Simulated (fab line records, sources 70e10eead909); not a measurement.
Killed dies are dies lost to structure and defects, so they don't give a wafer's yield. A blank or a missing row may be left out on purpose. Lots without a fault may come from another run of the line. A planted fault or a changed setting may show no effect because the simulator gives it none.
Chamber matching | flow nand_harc | NHARC_A_STAIRCASE_DEP_471 on pecvd-04: 3 sister chambers
The step deposits SiO2, target thk 100 nm. 14 wafers are shown with their chamber, then 7 later ones without.

WAFERS WITH THEIR CHAMBER
wafer  | chamber | heater_power_outer_w (W) | heater_power_w (W) | throttle_valve_pct (%)
L911.1 | 1       | 352                      | 617                | 15.8
L911.2 | 0       | 320                      | 567                | 15.9
L911.4 | 2       | 224                      | 430                | 15.6
L913.1 | 2       | 196                      | 395                | 15.5
L913.5 | 0       | 312                      | 552                | 16.1
L913.6 | 2       | 200                      | 394                | 15.5
L912.2 | 0       | 308                      | 542                | 15.7
L912.4 | 2       | 221                      | 433                | 15.6
L912.6 | 1       | 358                      | 601                | 15.7
L917.1 | 1       | 282                      | 516                | 15.7
L917.5 | 1       | 285                      | 514                | 15.9
L917.6 | 2       | 236                      | 444                | 15.7
L927.1 | 2       | 199                      | 389                | 15.1
L927.3 | 0       | 311                      | 551                | 16.1

SIGNATURES (means of the wafers above)
reading              | chamber 0 | chamber 1 | chamber 2 | scatter within a chamber
heater_power_outer_w | 312.75    | 319.25    | 212.67    | 24.5
heater_power_w       | 553.00    | 562.00    | 414.17    | 33.3
throttle_valve_pct   | 15.950    | 15.775    | 15.500    | 0.18
Rule: a wafer's distance from a chamber is the root of the sum, over the readings, of the square of ((its reading less the chamber's mean) divided by the reading's scatter). The wafer belongs to the nearest chamber; if the next one is less than 2 further off, it can't be placed. The scatter: the root of (the sum of the squares of (reading less its chamber's mean) over the shown wafers, divided by (wafers less chambers)).

WAFERS WITHOUT THEIR CHAMBER
wafer  | heater_power_outer_w (W) | heater_power_w (W) | throttle_valve_pct (%)
L927.6 | 320                      | 540                | 15.8
L929.1 | 307                      | 550                | 15.8
L929.2 | 309                      | 554                | 15.6
L929.4 | 174                      | 355                | 15.2
L933.3 | 256                      | 470                | 15.9
L933.5 | 261                      | 490                | 16.1
L933.6 | 263                      | 498                | 15.7

WHICH CHAMBER EACH WENT THROUGH
wafer  | from the rows above          | in truth
L927.6 | can't be placed: 1 or 0      | 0
L929.1 | can't be placed: 1 or 0      | 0
L929.2 | can't be placed: 1 or 0      | 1
L929.4 | 2                            | 2
L933.3 | can't be placed: 2 or 0 or 1 | 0
L933.5 | can't be placed: 0 or 1 or 2 | 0
L933.6 | can't be placed: 0 or 1 or 2 | 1
Placed correctly: 1 of 7. Can't be placed from these rows: 6 (the true chamber is among the candidates in 6). Placed wrongly: 0.
